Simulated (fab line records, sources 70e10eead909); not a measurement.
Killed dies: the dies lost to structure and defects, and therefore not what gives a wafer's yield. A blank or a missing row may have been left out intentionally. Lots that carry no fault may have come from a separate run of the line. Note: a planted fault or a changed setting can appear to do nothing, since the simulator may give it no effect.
What tool caused it?    flow nand-harc    36 wafers from 12 lots sampled at 4 of the route's 1302 steps

## WHAT THE GAUGES READ, wafer by wafer
No reading from a measuring or inspecting step in the record can be judged against a usual standard deviation.

## WHAT TOOL EACH LOT RAN ON (gives the tool, then ch and the chambers of the sampled wafers, and finally the start)
lot   NHARC_A_SLIT_ETCH_24                NHARC_A_WL_FILL_ALD_00            NHARC_A_WL_FILL_ALD_02               NHARC_A_WL_FILL_ALD_10
L408  rie-diel-04 ch 0,3, day 20 04:28    ald-hk-02 ch 0,3, day 20 17:23    ald-metal-01 ch 2,3, day 20 17:53    ald-hk-02 ch 1,3, day 21 03:59
L409  rie-diel-10 ch 0,1,3, day 20 04:37  ald-hk-04 ch 1,2, day 20 17:23    ald-metal-04 ch 1,3, day 20 17:55    ald-hk-03 ch 2,3, day 21 00:58
L407  rie-diel-05 ch 0,1,3, day 20 06:12  ald-hk-03 ch 1,2,3, day 20 21:12  ald-metal-03 ch 0,1,3, day 20 21:39  ald-hk-03 ch 0,1,2, day 21 05:39
L410  rie-diel-10 ch 0,1, day 21 02:52    ald-hk-04 ch 1,2, day 21 18:47    ald-metal-04 ch 0,1, day 21 19:16    ald-hk-02 ch 1,2, day 22 01:08
L413  rie-diel-05 ch 0,1,2, day 21 15:30  ald-hk-03 ch 1,2,3, day 22 04:29  ald-metal-03 ch 0,1,2, day 22 05:01  ald-hk-03 ch 0,1,3, day 22 14:34
L412  rie-diel-04 ch 2,3, day 21 17:00    ald-hk-02 ch 1,2, day 22 04:30    ald-metal-04 ch 0,2, day 22 05:01    ald-hk-04 ch 0,2, day 22 13:30
L414  rie-diel-10 ch 1,3, day 22 12:45    ald-hk-03 ch 0,2, day 23 01:53    ald-metal-04 ch 1,3, day 23 02:21    ald-hk-03 ch 2,3, day 23 08:55
L416  rie-diel-10 ch 0,1, day 23 13:09    ald-hk-04 ch 0,1,2, day 24 04:56  ald-metal-01 ch 0,3, day 24 05:20    ald-hk-04 ch 0,1, day 24 11:25
L424  rie-diel-10 ch 0,2,3, day 27 06:26  ald-hk-04 ch 0,2,3, day 27 19:32  ald-metal-01 ch 0,3, day 27 19:58    ald-hk-04 ch 0,1,2, day 28 03:23
L425  rie-diel-05 ch 0,1,2, day 27 18:20  ald-hk-04 ch 0,1,3, day 28 08:29  ald-metal-03 ch 1,2,3, day 28 08:56  ald-hk-03 ch 0,2,3, day 28 17:02
L430  rie-diel-05 ch 1,2, day 28 17:21    ald-hk-02 ch 0,2,3, day 29 06:42  ald-metal-01 ch 0,1,3, day 29 07:10  ald-hk-04 ch 0,2,3, day 29 13:52
L429  rie-diel-10 ch 0,1,3, day 28 18:40  ald-hk-02 ch 1,2, day 29 06:34    ald-metal-03 ch 1,2, day 29 07:03    ald-hk-02 ch 2,3, day 29 13:51
- NHARC_A_SLIT_ETCH_24: etches the open film in CF4/CHF3, target depth 121 nm, time 60.5 s.
- NHARC_A_WL_FILL_ALD_00: deposits Al2O3, target thk 3 nm, pulse time 3 s, ald cycles 30.
- NHARC_A_WL_FILL_ALD_02: deposits TiN, target thk 2 nm, pulse time 3 s, ald cycles 100.
- NHARC_A_WL_FILL_ALD_10: deposits SiO2, target thk 50 nm, pulse time 10 s, ald cycles 500.

## AS READ BY THE TOOLS THEMSELVES (means over the sampled wafers that have a number; for cases with no such wafer, the mark the record gives instead)
NHARC_A_SLIT_ETCH_24. Usual: drypump-motor-current-A 5.7 A, standard deviation 0.44; oes-product-au 0.954 a.u., standard deviation 0.019; rf-vpp-V 370.7 V, standard deviation 2.2; showerhead-plenum-p-Torr 1.58 Torr, standard deviation 0.063; throttle-valve-pct 16.803 %, standard deviation 0.0088.
lot   tool         drypump-motor-current-A (A)  oes-product-au (a.u.)  rf-vpp-V (V)  showerhead-plenum-p-Torr (Torr)  throttle-valve-pct (%)  flag
L408  rie-diel-04  5.9                          0.970                  370.2         1.55                             16.803                  
L409  rie-diel-10  5.6                          0.953                  371.3         1.56                             16.805                  
L407  rie-diel-05  5.8                          0.957                  370.3         1.57                             16.795                  
L410  rie-diel-10  5.4                          0.954                  368.0         1.50                             16.802                  
L413  rie-diel-05  6.1                          0.951                  371.4         1.61                             16.796                  
L412  rie-diel-04  6.0                          0.969                  370.7         1.58                             16.813                  
L414  rie-diel-10  5.5                          0.962                  370.5         1.58                             16.809                  
L416  rie-diel-10  5.3                          0.949                  369.2         1.52                             16.802                  
L424  rie-diel-10  5.6                          0.927                  371.1         1.59                             16.798                  
L425  rie-diel-05  6.0                          0.921                  373.1         1.61                             16.798                  
L430  rie-diel-05  6.4                          0.946                  372.3         1.63                             16.808                  
L429  rie-diel-10  5.5                          0.960                  370.2         1.56                             16.801                  

NHARC_A_WL_FILL_ALD_00. Usual: heater-power-w 446 W, standard deviation 40; precursor-pulse-height-rel 1.001, standard deviation 0.019.
lot   tool       heater-power-w (W)  precursor-pulse-height-rel  flag
L408  ald-hk-02  472                 1.004                       
L409  ald-hk-04  430                 1.010                       
L407  ald-hk-03  428                 1.014                       
L410  ald-hk-04  422                 0.999                       
L413  ald-hk-03  434                 0.997                       
L412  ald-hk-02  428                 0.996                       
L414  ald-hk-03  448                 1.012                       
L416  ald-hk-04  419                 0.990                       
L424  ald-hk-04  460                 1.000                       
L425  ald-hk-04  439                 0.983                       
L430  ald-hk-02  468                 0.989                       
L429  ald-hk-02  424                 1.016                       

NHARC_A_WL_FILL_ALD_02. Usual: heater-power-w 1103 W, standard deviation 120; precursor-pulse-height-rel 1.001, standard deviation 0.019.
lot   tool          heater-power-w (W)  precursor-pulse-height-rel  flag
L408  ald-metal-01  1141                0.997                       
L409  ald-metal-04  1200                1.014                       
L407  ald-metal-03  1133                0.991                       
L410  ald-metal-04  1277                1.016                       
L413  ald-metal-03  1076                1.007                       
L412  ald-metal-04  1227                0.990                       
L414  ald-metal-04  1073                1.003                       
L416  ald-metal-01  1056                1.021                       
L424  ald-metal-01  1046                0.982                       
L425  ald-metal-03  1055                1.008                       
L430  ald-metal-01  1017                0.996                       
L429  ald-metal-03  1036                1.002                       

NHARC_A_WL_FILL_ALD_10. Usual: heater-power-w 445 W, standard deviation 40; precursor-pulse-height-rel 1.001, standard deviation 0.019.
lot   tool       heater-power-w (W)  precursor-pulse-height-rel  flag
L408  ald-hk-02  466                 0.984                       
L409  ald-hk-03  421                 1.006                       
L407  ald-hk-03  458                 0.991                       
L410  ald-hk-02  430                 0.988                       
L413  ald-hk-03  441                 0.979                       
L412  ald-hk-04  423                 1.005                       
L414  ald-hk-03  402                 0.977                       
L416  ald-hk-04  413                 0.992                       
L424  ald-hk-04  425                 0.994                       
L425  ald-hk-03  423                 1.016                       
L430  ald-hk-04  464                 1.013                       
L429  ald-hk-02  461                 0.991                       

## THE ANSWER, worked out from the rows above alone
Rule: lot off if the mean of its wafers having a number is beyond 3 standard deviations from the usual mean. A lot without any number at a reading at which 4 lots or more have one is off too. The other lots that the step has rows for count as sound. The gauges are gone through in route order, then the tools' own readings, and for those a lot's mean is taken as printed above. The first step at which some lot is off is used, and at that step the reading that is off furthest; a lot without a number counts as furthest.
Across all readings shown, no lot is off: no conclusion can be drawn from this.

## WHAT THE SIMULATOR HAD INSERTED
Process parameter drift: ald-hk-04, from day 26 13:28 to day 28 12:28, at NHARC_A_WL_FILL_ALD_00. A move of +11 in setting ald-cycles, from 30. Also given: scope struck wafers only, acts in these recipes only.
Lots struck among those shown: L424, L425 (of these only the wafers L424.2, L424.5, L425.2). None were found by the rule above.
